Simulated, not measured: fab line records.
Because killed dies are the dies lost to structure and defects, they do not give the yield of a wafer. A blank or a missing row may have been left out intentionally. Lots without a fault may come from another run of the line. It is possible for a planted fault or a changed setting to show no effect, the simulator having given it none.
Chamber matching | flow nand_harc | 4 sister chambers for NHARC_A_STAIRCASE_STRIP_476 on rie_diel-08
The step strips in O2, time 20 s. 16 wafers are shown with their chamber, then 8 later ones without.

== WAFERS WITH THEIR CHAMBER ==
wafer  | chamber | drypump_motor_current_A (A) | showerhead_plenum_p_Torr (Torr) | oes_product_au (a.u.)
L076.3 | 1       | 5.2                         | 3.46                            | 1.015
L076.4 | 2       | 5.6                         | 3.28                            | 1.006
L076.5 | 2       | 5.6                         | 3.28                            | 1.001
L077.1 | 0       | 5.5                         | 3.60                            | 0.999
L077.2 | 2       | 5.6                         | 3.28                            | 1.001
L077.3 | 3       | 6.0                         | 3.64                            | 1.007
L077.4 | 1       | 5.2                         | 3.46                            | 1.005
L077.5 | 2       | 5.6                         | 3.28                            | 1.003
L077.6 | 3       | 6.0                         | 3.64                            | 1.004
L078.2 | 0       | 5.5                         | 3.60                            | 0.991
L078.4 | 2       | 5.6                         | 3.27                            | 1.007
L078.5 | 3       | 6.0                         | 3.63                            | 1.008
L080.3 | 3       | 6.1                         | 3.63                            | 1.004
L080.5 | 1       | 5.2                         | 3.45                            | 1.010
L080.6 | 0       | 5.6                         | 3.60                            | 0.987
L095.1 | 2       | 5.6                         | 3.79                            | 0.989

SIGNATURES (averages over the wafers above)
reading                  | chamber 0 | chamber 1 | chamber 2 | chamber 3 | scatter within a chamber
drypump_motor_current_A  | 5.533     | 5.200     | 5.600     | 6.025     | 0.0344
showerhead_plenum_p_Torr | 3.6000    | 3.4567    | 3.3633    | 3.6350    | 0.135
oes_product_au           | 0.99233   | 1.01000   | 1.00117   | 1.00575   | 0.00537
Rule: for each reading, subtract the chamber's mean from the wafer's reading, divide by that reading's scatter and square the result; add these up over the readings and take the root, which gives the wafer's distance from the chamber. The wafer belongs to the nearest chamber; if the next one is less than 2 further off, it can't be placed. How the scatter is found: for the shown wafers, subtract from each reading the mean of its chamber, square and add these, divide the total by (wafers less chambers), then take the root.

== WAFERS WITHOUT THEIR CHAMBER ==
wafer  | drypump_motor_current_A (A) | showerhead_plenum_p_Torr (Torr) | oes_product_au (a.u.)
L095.4 | 6.0                         | 3.62                            | 0.998
L095.6 | 5.6                         | 3.58                            | 0.983
L096.1 | 5.7                         | 3.79                            | 0.990
L096.4 | 6.0                         | 3.61                            | 0.992
L096.6 | 5.6                         | 3.79                            | 0.995
L097.1 | 5.6                         | 3.78                            | 0.995
L097.4 | 5.2                         | 3.43                            | 1.012
L097.6 | 5.6                         | 3.58                            | 0.988

== CHAMBER TAKEN BY EACH ==
wafer  | from the rows above     | in truth
L095.4 | 3                       | 3
L095.6 | can't be placed: 0 or 2 | 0
L096.1 | can't be placed: 2 or 0 | 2
L096.4 | 3                       | 3
L096.6 | can't be placed: 0 or 2 | 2
L097.1 | can't be placed: 0 or 2 | 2
L097.4 | 1                       | 1
L097.6 | can't be placed: 0 or 2 | 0
Correct placement for 3 of the 8. From these rows, 5 cannot be placed; in 5 the true chamber is one of the candidates. Wrongly placed: 0.
